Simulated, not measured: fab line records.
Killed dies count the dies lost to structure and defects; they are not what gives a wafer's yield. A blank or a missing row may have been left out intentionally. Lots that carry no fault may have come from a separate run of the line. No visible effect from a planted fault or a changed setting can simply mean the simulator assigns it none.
Matching of chambers	flow n5 finfet	rie diel-02 running N5_BEOL_M5_STRIP_36: 4 sister chambers
The step strips in N2/H2. 8 wafers are shown with their chamber, then 8 later ones without.

WAFERS, EACH WITH ITS CHAMBER
wafer	chamber	drypump motor current A (A)	showerhead plenum p Torr (Torr)
L077.2	1	5.8	2.50
L079.1	0	6.1	2.66
L083.1	2	5.0	2.46
L083.5	0	6.1	2.65
L085.3	1	5.9	2.49
L085.5	2	5.1	2.45
L085.6	3	4.9	2.60
L088.2	3	4.9	2.59

WAFERS WITH NO CHAMBER GIVEN
wafer	drypump motor current A (A)	showerhead plenum p Torr (Torr)
L088.5	5.8	2.49
L088.6	6.1	2.65
L087.1	5.1	2.45
L087.2	6.1	2.65
L087.3	5.8	2.49
L091.1	5.8	2.49
L091.2	6.1	2.65
L091.3	6.1	2.64

WHICH CHAMBER EACH ONE RAN IN
wafer	from the rows above	in truth
L088.5	1	1
L088.6	0	0
L087.1	2	2
L087.2	0	0
L087.3	1	1
L091.1	1	1
L091.2	0	0
L091.3	0	0
Placed correctly: 8 of 8. Left unplaced by these rows: 0. 0 placed wrongly.
How it was worked out, from the rows above alone: a wafer's distance from a chamber is the root of the sum, over the readings, of the square of ((its reading less the chamber's mean) divided by the reading's scatter). The wafer belongs to the nearest chamber; if the next one is less than 2 further off, it can't be placed. The mean given for a chamber averages the wafers shown for that chamber. The scatter: take each reading less its chamber's mean, square it, sum over the shown wafers, divide by the number of wafers less the number of chambers, and take the root.
